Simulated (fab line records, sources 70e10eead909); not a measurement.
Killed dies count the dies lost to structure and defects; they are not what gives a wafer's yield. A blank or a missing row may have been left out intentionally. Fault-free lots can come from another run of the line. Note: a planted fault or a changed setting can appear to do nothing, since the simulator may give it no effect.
Chamber matching	flow nand harc	NHARC_P_CONTACT_DESCUM_17 on rie diel-05 has 4 sister chambers
The step chemistry O2, time 3 s. 4 wafers are shown with their chamber, then 8 later ones without.

== EACH WAFER AND ITS CHAMBER ==
wafer	chamber	oes product au (a.u.)
L077.1	3	1.000
L083.5	0	0.986
L087.1	1	1.006
L088.1	2	1.029

== WAFERS WHOSE CHAMBER IS MISSING ==
wafer	oes product au (a.u.)
L088.3	0.998
L088.5	1.036
L094.1	1.040
L094.4	1.009
L094.5	1.033
L096.1	1.009
L096.4	0.997
L096.6	1.027

== THE CHAMBER EACH PASSED THROUGH ==
wafer	from the rows above	in truth
L088.3	can't be placed: 3 or 1 or 0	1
L088.5	2	2
L094.1	2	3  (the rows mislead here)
L094.4	can't be placed: 1 or 3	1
L094.5	2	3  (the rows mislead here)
L096.1	can't be placed: 1 or 3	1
L096.4	can't be placed: 3 or 1 or 0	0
L096.6	2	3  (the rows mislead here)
Correctly placed: 1 of 8. Can't be placed from these rows: 4 (the true chamber is among the candidates in 4). Wrongly placed: 3.
How it was worked out, from the rows above alone: a wafer's distance from a chamber is the root of the sum, over the readings, of the square of ((its reading less the chamber's mean) divided by the reading's scatter). If the next closest chamber is less than 2 further off than the closest, the wafer can't be placed; otherwise it belongs to the closest. Each chamber's mean is taken over the wafers shown for it. The scatter: root of mean squared gap, hidden wafer to nearest shown wafer, with one shown wafer a chamber.
